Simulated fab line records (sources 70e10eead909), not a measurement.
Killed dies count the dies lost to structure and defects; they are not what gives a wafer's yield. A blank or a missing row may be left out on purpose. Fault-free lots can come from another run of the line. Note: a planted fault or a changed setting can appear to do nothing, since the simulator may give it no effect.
Chamber matching / flow nandHarc / NHARC_P_GATE_STRIP_101 on rieDiel-11: 4 sister chambers
The step strips in O2, time 20 s. 8 wafers are shown with their chamber, then 9 later ones without.

## WAFERS, EACH WITH ITS CHAMBER
wafer=L079.4; chamber=2; showerheadPlenumPTorr (Torr)=3.59; oesProductAu (a.u.)=0.995
wafer=L083.4; chamber=1; showerheadPlenumPTorr (Torr)=3.70; oesProductAu (a.u.)=0.997
wafer=L084.1; chamber=3; showerheadPlenumPTorr (Torr)=3.44; oesProductAu (a.u.)=1.003
wafer=L084.3; chamber=0; showerheadPlenumPTorr (Torr)=3.66; oesProductAu (a.u.)=1.020
wafer=L084.6; chamber=3; showerheadPlenumPTorr (Torr)=3.44; oesProductAu (a.u.)=0.989
wafer=L087.1; chamber=2; showerheadPlenumPTorr (Torr)=3.59; oesProductAu (a.u.)=0.982
wafer=L087.4; chamber=1; showerheadPlenumPTorr (Torr)=3.70; oesProductAu (a.u.)=0.988
wafer=L087.5; chamber=0; showerheadPlenumPTorr (Torr)=3.65; oesProductAu (a.u.)=1.006

## WAFERS WITHOUT THEIR CHAMBER
wafer=L091.4; showerheadPlenumPTorr (Torr)=3.44; oesProductAu (a.u.)=0.990
wafer=L091.5; showerheadPlenumPTorr (Torr)=3.59; oesProductAu (a.u.)=0.993
wafer=L091.6; showerheadPlenumPTorr (Torr)=3.44; oesProductAu (a.u.)=0.990
wafer=L093.1; showerheadPlenumPTorr (Torr)=3.65; oesProductAu (a.u.)=1.007
wafer=L093.4; showerheadPlenumPTorr (Torr)=3.70; oesProductAu (a.u.)=1.016
wafer=L093.6; showerheadPlenumPTorr (Torr)=3.44; oesProductAu (a.u.)=0.996
wafer=L094.2; showerheadPlenumPTorr (Torr)=3.58; oesProductAu (a.u.)=0.995
wafer=L094.3; showerheadPlenumPTorr (Torr)=3.65; oesProductAu (a.u.)=1.003
wafer=L094.5; showerheadPlenumPTorr (Torr)=3.65; oesProductAu (a.u.)=1.008

## WHICH CHAMBER EACH WENT THROUGH
wafer=L091.4; from the rows above=3; in truth=3
wafer=L091.5; from the rows above=2; in truth=2
wafer=L091.6; from the rows above=3; in truth=3
wafer=L093.1; from the rows above=0; in truth=0
wafer=L093.4; from the rows above=1; in truth=1
wafer=L093.6; from the rows above=3; in truth=3
wafer=L094.2; from the rows above=2; in truth=2
wafer=L094.3; from the rows above=0; in truth=0
wafer=L094.5; from the rows above=0; in truth=0
Placed correctly: 9 of 9. Not placeable from these rows: 0. 0 placed wrongly.
How it was worked out, from the rows above alone: a wafer's distance from a chamber is the root of the sum, over the readings, of the square of ((its reading less the chamber's mean) divided by the reading's scatter). The wafer belongs to the nearest chamber; if the next one is less than 2 further off, it can't be placed. Each chamber's mean is taken over the wafers shown for it. The scatter is the square root of a quotient: the sum, over the shown wafers, of each reading's squared deviation from its chamber's mean, divided by wafers minus chambers.
